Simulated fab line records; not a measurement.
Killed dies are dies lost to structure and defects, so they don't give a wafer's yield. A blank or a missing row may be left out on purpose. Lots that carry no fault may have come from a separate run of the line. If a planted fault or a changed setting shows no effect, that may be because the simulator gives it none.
A struck lot beside a sound one | flow n5 finfet | 13 steps out of a route of 1938
Sound: wafers L538.2, L538.4, L538.5. Struck: wafers L550.2, L550.4, L550.6. The cause comes at the end.
For every step that has rows: the tool of each side, followed by ch and its chambers, followed by its first start. Under that, the readings that differ: sound wafers | struck wafers | difference of the means | sigmas: that difference in standard deviations of wafers without a fault.
alike: readings whose means differ by less than 2 such deviations, and words and numbers that are the same on both sides. not compared: withheld readings, readings that some wafer has no value for, bounds like >300 that may hide the same value, and numbers for which the record gives no deviation and whose values overlap.
A row with sigmas, a row that says differs or no value, or rows on one side alone: a step with any of these is where the two part. When numbers do not overlap yet have no deviation, they are printed without sigmas and do not part them. A reading missing from all wafers of one side parts the sides only when that side holds two or more wafers.

N5_GATE_CUT_THK_MEAS_24:
  sound on film metro-01, day 5 14:02; struck on film metro-01, day 8 13:33
  alike: GC_FILL_THK
N5_GATE_CUT_CMP_43: polishes SiO2.
  sound on cmp-01 ch 0,3, day 5 14:04; struck on cmp-03 ch 0,1,3, day 8 13:39
  alike: motor current A, retaining ring pressure frac, slurry filter dp kPa
N5_GATE_CUT_CMP_61: polishes, stops on SiNx, t overpolish 3 s.
  sound on cmp-01 ch 0,3, day 5 14:33; struck on cmp-03 ch 0,1,3, day 8 14:05
  alike: motor current A, platen rpm, retaining ring pressure frac, slurry filter dp kPa
N5_GATE_CUT_INSPECT_26: inspects for defects (darkfield).
  sound on defect inspect-01, day 5 14:47; struck on defect inspect-02, day 8 14:17
  alike: raw defect count
then, 7 steps without rows for these wafers: N5_MOL_CONTACT_COAG_COAT_103 (time 60 s, resist thk 80 nm); N5_MOL_CONTACT_COAG_COAT_104 (time 60 s, resist thk 12 nm); N5_MOL_CONTACT_COAG_COAT_58 (time 60 s, resist thk 10 nm); N5_MOL_CONTACT_COAG_COAT_02 (resist thk 30 nm); N5_MOL_CONTACT_COAG_EBR_04; N5_MOL_CONTACT_COAG_SOFTBAKE_03 (time 60 s); N5_MOL_CONTACT_COAG_EXPOSE_05 (exposes mask CA, defocus 0 nm).
N5_MOL_CONTACT_COAG_PEB_06: peb time 60 s.
  struck on litho track-02, day 8 14:31; sound on litho track-02 ch 0, day 5 15:02
  no value came back on the struck wafers for chill plate temp C (C), exhaust pa (Pa); on the sound wafers chill plate temp C (C) reads 22.99 22.98 22.88
then, 1 step without rows for these wafers: N5_MOL_CONTACT_COAG_DEVELOP_07 (develop time 30 s).

== WHERE THEY PART ==
At N5_MOL_CONTACT_COAG_PEB_06 and nowhere else, as far as this record goes.

WHY: the cause the simulator had injected
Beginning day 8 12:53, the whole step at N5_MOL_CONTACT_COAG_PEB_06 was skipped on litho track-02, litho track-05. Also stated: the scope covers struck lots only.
